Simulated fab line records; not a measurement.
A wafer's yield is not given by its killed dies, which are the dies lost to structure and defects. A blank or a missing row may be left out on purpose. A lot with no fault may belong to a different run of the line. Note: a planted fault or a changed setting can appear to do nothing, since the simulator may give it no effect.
Which tool did it? :: flow n5 finfet :: 11 lots with 32 wafers sampled at 3 steps, on a route of 1938 steps

## WHAT THE GAUGES SHOWED, per wafer
N5_BEOL_M7_THK_MEAS_53: measures by xrf.
lot: L485
measured: day 10 08:17
on: film metro-02
M7_THK (nm): 81.0 81.1 82.2

lot: L486
measured: day 11 07:34
on: film metro-01
M7_THK (nm): 75.2 75.2 75.5

lot: L489
measured: day 11 08:19
on: film metro-02
M7_THK (nm): 81.5 79.7 82.7

lot: L490
measured: day 11 16:15
on: film metro-02
M7_THK (nm): 79.7 77.6 79.0

lot: L491
measured: day 12 02:59
on: film metro-01
M7_THK (nm): 80.7 80.7 82.7

lot: L492
measured: day 12 03:58
on: film metro-01
M7_THK (nm): 80.6 83.0 80.7

lot: L495
measured: day 13 21:07
on: film metro-02
M7_THK (nm): 79.2 80.5 78.1

lot: L496
measured: day 13 21:21
on: film metro-01
M7_THK (nm): 80.6 80.7

lot: L503
measured: day 15 15:59
on: film metro-01
M7_THK (nm): 82.8 80.5 79.4

lot: L504
measured: day 15 21:01
on: film metro-01
M7_THK (nm): 82.2 79.4 77.7

lot: L505
measured: day 15 21:38
on: film metro-01
M7_THK (nm): 80.7 77.1 76.9

## TOOL THAT RAN EACH LOT (tool first, then ch and the chambers of the sampled wafers, then the start)
lot: L485
N5_BEOL_M7_SPUTTER_48: pvd sputter-03, day 10 07:07
N5_BEOL_M7_ANNEAL_51: rtp anneal-02 ch 0, day 10 07:41

lot: L486
N5_BEOL_M7_SPUTTER_48: pvd sputter-02, day 11 06:19
N5_BEOL_M7_ANNEAL_51: rtp anneal-01 ch 0, day 11 07:04

lot: L489
N5_BEOL_M7_SPUTTER_48: pvd sputter-02, day 11 06:37
N5_BEOL_M7_ANNEAL_51: rtp anneal-01 ch 0, day 11 07:45

lot: L490
N5_BEOL_M7_SPUTTER_48: pvd sputter-03, day 11 15:26
N5_BEOL_M7_ANNEAL_51: rtp anneal-02 ch 0, day 11 15:39

lot: L491
N5_BEOL_M7_SPUTTER_48: pvd sputter-01, day 12 02:07
N5_BEOL_M7_ANNEAL_51: rtp anneal-02 ch 0, day 12 02:19

lot: L492
N5_BEOL_M7_SPUTTER_48: pvd sputter-03, day 12 02:56
N5_BEOL_M7_ANNEAL_51: rtp anneal-01 ch 0, day 12 03:23

lot: L495
N5_BEOL_M7_SPUTTER_48: pvd sputter-01, day 13 19:35
N5_BEOL_M7_ANNEAL_51: rtp anneal-02 ch 0, day 13 20:31

lot: L496
N5_BEOL_M7_SPUTTER_48: pvd sputter-03, day 13 19:43
N5_BEOL_M7_ANNEAL_51: rtp anneal-01 ch 0, day 13 20:51

lot: L503
N5_BEOL_M7_SPUTTER_48: pvd sputter-02, day 15 15:11
N5_BEOL_M7_ANNEAL_51: rtp anneal-02 ch 0, day 15 15:26

lot: L504
N5_BEOL_M7_SPUTTER_48: pvd sputter-02, day 15 20:03
N5_BEOL_M7_ANNEAL_51: rtp anneal-01 ch 0, day 15 20:25

lot: L505
N5_BEOL_M7_SPUTTER_48: pvd sputter-03, day 15 20:50
N5_BEOL_M7_ANNEAL_51: rtp anneal-01 ch 0, day 15 21:05
- N5_BEOL_M7_SPUTTER_48: material Cu, target thk 10 nm, time 1.667 s.
- N5_BEOL_M7_ANNEAL_51: time 90 s.

## THE ANSWER, worked out from the rows above alone
Rule: the usual values come from the lots themselves. Put in order of their means at a reading, lots are off if they are a third of the lots or fewer, leave a main group of 4 or more, and stand apart from it by a gap of 3 or more times the standard deviation of the main group's means; of several such gaps the widest counts. Not used: any main group whose means are identical at the precision the tables above print for the reading. A lot without any number at a reading at which 4 lots or more have one is off too. All remaining lots with rows at the step are treated as sound.
No lot is off on any of the readings shown, so nothing can be concluded from this.

## WHAT THE SIMULATOR HAD PUT IN
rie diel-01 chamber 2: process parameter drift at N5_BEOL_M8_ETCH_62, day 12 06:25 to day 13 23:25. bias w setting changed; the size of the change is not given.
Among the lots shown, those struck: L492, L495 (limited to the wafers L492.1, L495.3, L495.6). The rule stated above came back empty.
